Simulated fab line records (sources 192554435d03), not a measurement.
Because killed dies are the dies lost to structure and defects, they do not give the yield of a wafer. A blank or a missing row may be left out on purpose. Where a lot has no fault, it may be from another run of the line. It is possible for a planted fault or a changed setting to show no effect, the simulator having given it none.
A struck lot beside a sound one ; flow n5Finfet ; 20 out of 1938 route steps
Sound: the wafers L235.3, L235.4, L235.5. The struck wafers were L226.1, L226.5, L226.6. At the end, the cause is stated.
Order at every step that has rows: each side's tool, ch and its chambers, its first start. Under that, the readings that differ: sound wafers ; struck wafers ; difference of the means ; sigmas: that difference in standard deviations of wafers without a fault.
alike: words and numbers the same on both sides, and readings whose means are apart by under 2 such deviations; not compared: readings that were withheld, readings missing a value for some wafer, numbers with overlapping values and no deviation given by the record, and bounds like >300 which may hide the same value.
The two part at a step that has a row with sigmas, a row that says differs or no value, or rows on one side only. Numbers that don't overlap but have no deviation are shown without sigmas and don't part them. A reading missing from all wafers of one side parts the sides only when that side holds two or more wafers.

first, 9 steps without rows for these wafers: N5_BEOL_M0_CUTY_SOFTBAKE_53 (time 60 s); N5_BEOL_M0_CUTY_EXPOSE_54 (exposes mask M0 ABLK); N5_BEOL_M0_CUTY_PEB_55 (peb time 60 s); N5_BEOL_M0_CUTY_DEVELOP_56 (develop time 30 s); N5_BEOL_M0_CUTY_DESCUM_61 (chemistry O2, time 7.9 s); N5_BEOL_M0_CUTY_ETCH_62 (etches SiARC in CF4, time 58.5 s); N5_BEOL_M0_CUTY_ETCH_63 (etches SOC in N2/H2, target depth 82.7 nm, overetch 16.5 nm, time 124 s); N5_BEOL_M0_CUTY_STRIP_64 (strips in N2/H2); N5_BEOL_M0_ETCH_138 (etches SiCN in CH3F/O2, target depth 12 nm, time 31.6 s).
N5_BEOL_M0_HM_OPEN_105: chemistry Cl2/BCl3, target TiN, target depth 12 nm.
  sound on rieMetal-03 ch 0,1, day 9 08:59; struck on rieMetal-03 ch 0,1, day 6 19:44
  no value came back on the struck wafers for any of 7 readings (bcl3FlowSccm (sccm), biasW (W) and others); on the sound wafers bcl3FlowSccm (sccm) reads 21.82 21.90 21.84
reading;sound;struck;difference;sigmas
model.SiO2_of_BEOL_M0_SAQP_SPACER2_ALD_26.thkNm (nm);2.6 2.6 2.6;5 5.2 5;+2;
  not compared: rfHoursCounterH
then, 3 steps without rows for these wafers: N5_BEOL_M0_STRIP_140 (strips in CF4); N5_BEOL_M0_STRIP_104 (strips in N2/H2); N5_BEOL_M0_WET_ETCH_106 (etches SiO2 in DHF, target depth 130 nm, rinse time 30 s).
N5_BEOL_M0_ETCH_128: etches SiCN in CF4/N2, target depth 12 nm, overetch 5.1 nm, time 21.4 s.
  sound on rieDiel-04 ch 0,1, day 9 09:15; struck on rieDiel-03 ch 0,2,3, day 6 20:26
reading;sound;struck;difference;sigmas
oesProductAu (a.u.);0.58 0.59 0.58;0.26 0.30 0.29;-0.30;-6
  alike: biasW, chamberPressureMTorr, drypumpMotorCurrentA, rfFwdPowerW, rfVppV, showerheadPlenumPTorr, throttleValvePct
  not compared: rfHoursCounterH
then, 2 steps without rows for these wafers: N5_BEOL_M0_TRENCH_ETCH_107 (etches SiOC in C4F6/O2, target depth 32.8 nm, time 16.4 s); N5_BEOL_M0_STRIP_142 (strips in N2/H2, time 10 s).
N5_BEOL_M0_OCD_MEAS_108:
  sound on ocd-01, day 9 09:24; struck on ocd-02, day 6 20:34
reading;sound;struck;difference;sigmas
trenchDepthNm (nm);33.5 32.9 33.2;0.0 0.1 0.0;-33.2;-59
then, 1 step without rows for these wafers: N5_BEOL_M0_HM_STRIP_129 (strips TiN in peroxide tin strip, target depth 17 nm, time 108 s).
N5_BEOL_M4_RC_MEAS_101:
  the record has rows for the sound wafers here (prober-02 ch 0, day 12 07:04) and none for the struck ones
-- here the record skips 7 days between the struck wafers' starts before and after, leaving off in module BEOL_M4 and picking up in module PASSIVATION (first step shown: number 1936 of the route) --
N5_PASSIVATION_PROBE_49:
  only the struck wafers here have rows in the record (prober-02, day 14 06:08); the sound ones have none

== WHERE THEY PART ==
Earliest at N5_BEOL_M0_HM_OPEN_105; latest, in this record, at N5_PASSIVATION_PROBE_49.

WHY: whatever the simulator had introduced
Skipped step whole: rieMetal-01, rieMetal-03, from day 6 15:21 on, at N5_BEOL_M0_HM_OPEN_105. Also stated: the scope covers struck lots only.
